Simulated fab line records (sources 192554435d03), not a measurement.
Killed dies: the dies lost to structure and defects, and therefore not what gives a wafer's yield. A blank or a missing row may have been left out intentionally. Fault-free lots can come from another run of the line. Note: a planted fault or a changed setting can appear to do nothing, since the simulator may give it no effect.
Matching of chambers / flow n5_finfet / 4 sister chambers for N5_FIN_SAQP_STRIP_77 on rie_diel-04
The step strips in N2/H2, time 90 s. 16 wafers are shown with their chamber, then 8 later ones without.

== WAFERS WITH THEIR CHAMBER ==
wafer=L082.1; chamber=3; showerhead_plenum_p_Torr (Torr)=3.40; oes_product_au (a.u.)=0.77; throttle_valve_pct (%)=12.28
wafer=L082.2; chamber=2; showerhead_plenum_p_Torr (Torr)=3.34; oes_product_au (a.u.)=0.70; throttle_valve_pct (%)=12.11
wafer=L082.4; chamber=1; showerhead_plenum_p_Torr (Torr)=3.24; oes_product_au (a.u.)=0.75; throttle_valve_pct (%)=12.16
wafer=L084.4; chamber=0; showerhead_plenum_p_Torr (Torr)=3.37; oes_product_au (a.u.)=0.74; throttle_valve_pct (%)=12.30
wafer=L084.5; chamber=0; showerhead_plenum_p_Torr (Torr)=3.37; oes_product_au (a.u.)=0.74; throttle_valve_pct (%)=12.31
wafer=L084.6; chamber=3; showerhead_plenum_p_Torr (Torr)=3.40; oes_product_au (a.u.)=0.77; throttle_valve_pct (%)=12.28
wafer=L086.2; chamber=1; showerhead_plenum_p_Torr (Torr)=3.23; oes_product_au (a.u.)=0.73; throttle_valve_pct (%)=12.19
wafer=L086.3; chamber=3; showerhead_plenum_p_Torr (Torr)=3.40; oes_product_au (a.u.)=0.76; throttle_valve_pct (%)=12.29
wafer=L086.4; chamber=0; showerhead_plenum_p_Torr (Torr)=3.37; oes_product_au (a.u.)=0.74; throttle_valve_pct (%)=12.30
wafer=L089.2; chamber=1; showerhead_plenum_p_Torr (Torr)=3.23; oes_product_au (a.u.)=0.73; throttle_valve_pct (%)=12.20
wafer=L089.4; chamber=2; showerhead_plenum_p_Torr (Torr)=3.33; oes_product_au (a.u.)=0.69; throttle_valve_pct (%)=12.16
wafer=L089.5; chamber=0; showerhead_plenum_p_Torr (Torr)=3.36; oes_product_au (a.u.)=0.73; throttle_valve_pct (%)=12.33
wafer=L091.2; chamber=0; showerhead_plenum_p_Torr (Torr)=3.36; oes_product_au (a.u.)=0.73; throttle_valve_pct (%)=12.32
wafer=L091.4; chamber=1; showerhead_plenum_p_Torr (Torr)=3.23; oes_product_au (a.u.)=0.74; throttle_valve_pct (%)=12.22
wafer=L091.5; chamber=0; showerhead_plenum_p_Torr (Torr)=3.36; oes_product_au (a.u.)=0.74; throttle_valve_pct (%)=12.33
wafer=L093.1; chamber=1; showerhead_plenum_p_Torr (Torr)=3.23; oes_product_au (a.u.)=0.73; throttle_valve_pct (%)=12.22

SIGNATURES (means of the wafers above)
reading=showerhead_plenum_p_Torr; chamber 0=3.3650; chamber 1=3.2320; chamber 2=3.3350; chamber 3=3.4000; scatter within a chamber=0.00483
reading=oes_product_au; chamber 0=0.7367; chamber 1=0.7360; chamber 2=0.6950; chamber 3=0.7667; scatter within a chamber=0.00689
reading=throttle_valve_pct; chamber 0=12.3150; chamber 1=12.1980; chamber 2=12.1350; chamber 3=12.2833; scatter within a chamber=0.0199
Rule: for each reading, subtract the chamber's mean from the wafer's reading, divide by that reading's scatter and square the result; add these up over the readings and take the root, which gives the wafer's distance from the chamber. The wafer belongs to the nearest chamber; if the next one is less than 2 further off, it can't be placed. The scatter: the root of (the sum of the squares of (reading less its chamber's mean) over the shown wafers, divided by (wafers less chambers)).

== WAFERS MISSING THEIR CHAMBER ==
wafer=L093.2; showerhead_plenum_p_Torr (Torr)=3.39; oes_product_au (a.u.)=0.75; throttle_valve_pct (%)=12.31
wafer=L093.4; showerhead_plenum_p_Torr (Torr)=3.36; oes_product_au (a.u.)=0.72; throttle_valve_pct (%)=12.35
wafer=L095.3; showerhead_plenum_p_Torr (Torr)=3.36; oes_product_au (a.u.)=0.72; throttle_valve_pct (%)=12.35
wafer=L095.4; showerhead_plenum_p_Torr (Torr)=3.23; oes_product_au (a.u.)=0.72; throttle_valve_pct (%)=12.24
wafer=L095.5; showerhead_plenum_p_Torr (Torr)=3.39; oes_product_au (a.u.)=0.74; throttle_valve_pct (%)=12.34
wafer=L097.2; showerhead_plenum_p_Torr (Torr)=3.22; oes_product_au (a.u.)=0.72; throttle_valve_pct (%)=12.22
wafer=L097.4; showerhead_plenum_p_Torr (Torr)=3.32; oes_product_au (a.u.)=0.69; throttle_valve_pct (%)=12.19
wafer=L097.6; showerhead_plenum_p_Torr (Torr)=3.35; oes_product_au (a.u.)=0.72; throttle_valve_pct (%)=12.36

== WHICH CHAMBER EACH ONE RAN IN ==
wafer=L093.2; from the rows above=3; in truth=3
wafer=L093.4; from the rows above=0; in truth=0
wafer=L095.3; from the rows above=0; in truth=0
wafer=L095.4; from the rows above=1; in truth=1
wafer=L095.5; from the rows above=can't be placed: 3 or 0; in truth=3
wafer=L097.2; from the rows above=1; in truth=1
wafer=L097.4; from the rows above=2; in truth=2
wafer=L097.6; from the rows above=0; in truth=0
Placed correctly: 7 of 8. Can't be placed from these rows: 1 (the true chamber is among the candidates in 1). Wrongly placed: 0.
